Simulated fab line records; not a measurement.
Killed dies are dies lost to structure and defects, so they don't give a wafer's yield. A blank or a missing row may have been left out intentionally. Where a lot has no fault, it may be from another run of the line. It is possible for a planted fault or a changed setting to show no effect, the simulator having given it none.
Which of the tools did it?    flow n5Finfet    12 lots with 36 wafers sampled at 4 steps, on a route of 1938 steps

== WHAT THE GAUGES SHOWED, per wafer ==
N5_BEOL_M5_RS_MEAS_57: uses a four-point probe to measure.
lot   measured      on            M5_RS (ohm/sq)
L074  day 8 20:01   filmMetro-02  0.378 0.382 0.384
L076  day 9 00:38   filmMetro-02  0.388 0.380 0.392
L079  day 9 15:57   filmMetro-02  0.386 0.387 0.402
L081  day 10 01:19  filmMetro-02  0.399 0.409 0.389
L083  day 10 17:25  filmMetro-01  0.407 0.411 0.395
L085  day 11 11:11  filmMetro-01  0.392 0.403 0.399
L088  day 11 17:22  filmMetro-01  0.408 0.389 0.393
L089  day 12 05:23  filmMetro-01  0.372 0.383 0.377
L091  day 12 20:01  filmMetro-02  0.381 0.392 0.394
L094  day 13 10:41  filmMetro-01  0.378 0.380 0.372
L095  day 14 03:18  filmMetro-01  0.382 0.377 0.355
L097  day 14 11:24  filmMetro-02  0.400 0.410 0.386

== EACH LOT AND THE TOOL THAT RAN IT (in order: tool; ch and the chambers of the sampled wafers; start) ==
lot   N5_BEOL_M5_ALD_86                   N5_BEOL_M5_SPUTTER_81        N5_BEOL_M5_ANNEAL_84
L074  aldMetal-02 ch 1,2,3, day 8 14:04   pvdSputter-03, day 8 15:41   pvdSputter-03, day 8 16:51
L076  aldMetal-02 ch 1,2,3, day 8 15:10   pvdSputter-02, day 8 20:18   pvdSputter-02, day 8 21:28
L079  aldMetal-01 ch 1,3, day 9 08:39     pvdSputter-03, day 9 11:02   pvdSputter-03, day 9 12:11
L081  aldMetal-04 ch 1,2,3, day 9 19:19   pvdSputter-02, day 9 20:53   pvdSputter-02, day 9 22:03
L083  aldMetal-02 ch 1,2, day 10 08:37    pvdSputter-03, day 10 10:13  pvdSputter-03, day 10 14:16
L085  aldMetal-04 ch 0,2,3, day 11 05:10  pvdSputter-01, day 11 06:50  pvdSputter-01, day 11 08:00
L088  aldMetal-02 ch 0,1,3, day 11 11:22  pvdSputter-01, day 11 13:02  pvdSputter-01, day 11 14:13
L089  aldMetal-04 ch 1,3, day 11 23:25    pvdSputter-01, day 12 00:59  pvdSputter-01, day 12 02:10
L091  aldMetal-02 ch 0,2,3, day 12 14:02  pvdSputter-01, day 12 15:42  pvdSputter-01, day 12 16:52
L094  aldMetal-02 ch 0,1,3, day 13 04:46  pvdSputter-03, day 13 06:22  pvdSputter-03, day 13 07:32
L095  aldMetal-01 ch 0,1,2, day 13 21:15  pvdSputter-01, day 13 22:56  pvdSputter-01, day 14 00:06
L097  aldMetal-02 ch 0,1,3, day 14 03:46  pvdSputter-02, day 14 07:05  pvdSputter-02, day 14 08:14
- N5_BEOL_M5_ALD_86: deposits TaN, pulse time 2 s, purge time 3 s, co reactant purge time 2 s.
- N5_BEOL_M5_SPUTTER_81: material Cu, target thk 15 nm, time 27.62 s.
- N5_BEOL_M5_ANNEAL_84: time 1800 s.

== THE ANSWER, worked out from the rows above alone ==
Rule: usual is defined by the lots themselves. The widest of any qualifying gaps counts: lots, ordered by their means at a reading, are off when they make up no more than a third of the lots, leave a main group of 4 or more, and stand apart from it by 3 or more times the standard deviation of that group's means. Not used: any main group whose means are identical at the precision the tables above print for the reading. A lot without any number at a reading at which 4 lots or more have one is off too. All remaining lots with rows at the step are treated as sound.
No lot is off on any of the readings shown, so nothing can be concluded from this.

== WHAT HAD BEEN PUT IN BY THE SIMULATOR ==
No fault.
